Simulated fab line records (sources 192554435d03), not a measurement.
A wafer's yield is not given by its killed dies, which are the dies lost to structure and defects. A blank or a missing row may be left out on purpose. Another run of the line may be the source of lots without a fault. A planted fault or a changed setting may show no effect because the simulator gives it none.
One fault seen from 2 desks + flow n5 finfet + every desk sees just its own numbers, and what lay behind them comes last

TOOL OWNER'S DESK, pecvd-01
The tool's own readings at N5_BEOL_M11_DEP_56 (deposits SiCN from 3MS/NH3, target thk 30 nm, time 10.5 s): means of the sampled wafers that have a number, for each lot that ran on this tool. If a lot's mean is further than 4 standard deviations from the usual mean, the lot is out of limits and carries the mark OUT (the distance appears in the brackets).
Columns: A = showerhead plenum p Torr at N5_BEOL_M11_DEP_56, usual 4.158 Torr; B = throttle valve pct at N5_BEOL_M11_DEP_56, usual 17.6 %
| lot  | first seen here | A     | B    |
|------|-----------------|-------|------|
| L724 | day 12 06:00    | 4.165 | 17.7 |
| L731 | day 14 13:07    | 4.172 | 17.6 |
| L733 | day 14 23:31    | 4.174 | 17.7 |
| L735 | day 15 11:58    | 4.155 | 17.9 |
This desk's finding: nothing out of limits on any of the 4 lots.

FROM THE METROLOGY DESK
What the gauges read for every lot (on any tool): the sampled wafers with a number, averaged. If a lot's mean is further than 4 standard deviations from the usual mean, the lot is out of limits and carries the mark OUT (the distance appears in the brackets).
Columns: A = M11_THK at N5_BEOL_M11_THK_MEAS_53, usual 138.6 nm; B = M11_RS at N5_BEOL_M11_RS_MEAS_57, usual 0.153 ohm/sq
| lot  | first seen here | A     | B     |
|------|-----------------|-------|-------|
| L718 | day 10 03:56    | 139.8 | 0.151 |
| L724 | day 12 05:56    | 136.8 | 0.156 |
| L731 | day 14 13:04    | 137.7 | 0.154 |
| L733 | day 14 23:26    | 136.5 | 0.155 |
| L735 | day 15 11:54    | 137.8 | 0.153 |
| L736 | day 15 12:08    | 143.6 | 0.150 |
| L738 | day 15 16:16    | 139.0 | 0.153 |
This desk's finding: nothing out of limits on any of the 7 lots.

ALL TOGETHER
The desk of the tool owner found nothing out of limits.
The metrology desk saw nothing out of limits.

WHAT WAS PUT IN BY THE SIMULATOR
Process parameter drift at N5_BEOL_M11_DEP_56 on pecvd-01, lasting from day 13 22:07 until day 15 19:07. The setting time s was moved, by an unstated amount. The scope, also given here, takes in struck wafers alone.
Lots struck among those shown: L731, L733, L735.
